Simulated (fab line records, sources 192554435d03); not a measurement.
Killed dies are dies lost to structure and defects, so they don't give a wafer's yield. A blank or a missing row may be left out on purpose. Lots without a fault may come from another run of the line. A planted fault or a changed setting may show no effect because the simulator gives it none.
Chamber matching | flow n5_finfet | N5_BEOL_M0_CUTY_DESCUM_61 on rie_diel-05: 4 sister chambers
The step chemistry O2, time 7.9 s. 20 wafers are shown with their chamber, then 10 later ones without.

WAFERS WITH THEIR CHAMBER
wafer  | chamber | showerhead_plenum_p_Torr (Torr) | throttle_valve_pct (%) | drypump_motor_current_A (A)
L074.1 | 1       | 2.10                            | 20.27                  | 6.6
L074.3 | 0       | 2.21                            | 20.48                  | 5.7
L074.5 | 0       | 2.22                            | 20.49                  | 5.7
L075.2 | 3       | 2.03                            | 20.58                  | 5.9
L075.3 | 2       | 2.17                            | 20.75                  | 6.0
L075.6 | 2       | 2.17                            | 20.74                  | 6.1
L076.1 | 1       | 2.10                            | 20.28                  | 6.6
L076.2 | 2       | 2.17                            | 20.76                  | 6.0
L076.4 | 0       | 2.21                            | 20.51                  | 5.7
L077.2 | 3       | 2.03                            | 20.58                  | 6.0
L077.5 | 0       | 2.21                            | 20.51                  | 5.7
L077.6 | 3       | 2.03                            | 20.57                  | 6.0
L080.1 | 0       | 2.21                            | 20.51                  | 5.7
L080.3 | 3       | 2.03                            | 20.58                  | 6.0
L080.5 | 1       | 2.10                            | 20.26                  | 6.6
L085.2 | 2       | 2.17                            | 20.76                  | 6.0
L085.3 | 0       | 2.21                            | 20.53                  | 5.7
L085.4 | 2       | 2.17                            | 20.75                  | 6.0
L087.1 | 2       | 2.17                            | 20.78                  | 6.1
L087.4 | 1       | 2.10                            | 20.29                  | 6.6

SIGNATURES (means of the wafers above)
reading                  | chamber 0 | chamber 1 | chamber 2 | chamber 3 | scatter within a chamber
showerhead_plenum_p_Torr | 2.2117    | 2.1000    | 2.1700    | 2.0300    | 0.00228
throttle_valve_pct       | 20.5050   | 20.2750   | 20.7567   | 20.5775   | 0.0138
drypump_motor_current_A  | 5.700     | 6.600     | 6.033     | 5.975     | 0.0361
Rule: a wafer's distance from a chamber is the root of the sum, over the readings, of the square of ((its reading less the chamber's mean) divided by the reading's scatter). The wafer belongs to the nearest chamber; if the next one is less than 2 further off, it can't be placed. The scatter: the root of (the sum of the squares of (reading less its chamber's mean) over the shown wafers, divided by (wafers less chambers)).

WAFERS WITHOUT THEIR CHAMBER
wafer  | showerhead_plenum_p_Torr (Torr) | throttle_valve_pct (%) | drypump_motor_current_A (A)
L087.6 | 2.17                            | 20.76                  | 6.0
L092.1 | 2.20                            | 20.54                  | 5.7
L092.2 | 2.02                            | 20.64                  | 6.0
L092.6 | 2.20                            | 20.54                  | 5.7
L094.1 | 2.02                            | 20.65                  | 6.0
L094.2 | 2.09                            | 20.31                  | 6.6
L094.3 | 2.16                            | 20.81                  | 6.1
L095.4 | 2.09                            | 20.32                  | 6.7
L095.5 | 2.09                            | 20.31                  | 6.6
L095.6 | 2.16                            | 20.78                  | 6.1

WHICH CHAMBER EACH WENT THROUGH
wafer  | from the rows above | in truth
L087.6 | 2                   | 2
L092.1 | 0                   | 0
L092.2 | 3                   | 3
L092.6 | 0                   | 0
L094.1 | 3                   | 3
L094.2 | 1                   | 1
L094.3 | 2                   | 2
L095.4 | 1                   | 1
L095.5 | 1                   | 1
L095.6 | 2                   | 2
Placed correctly: 10 of 10. Can't be placed from these rows: 0. Placed wrongly: 0.
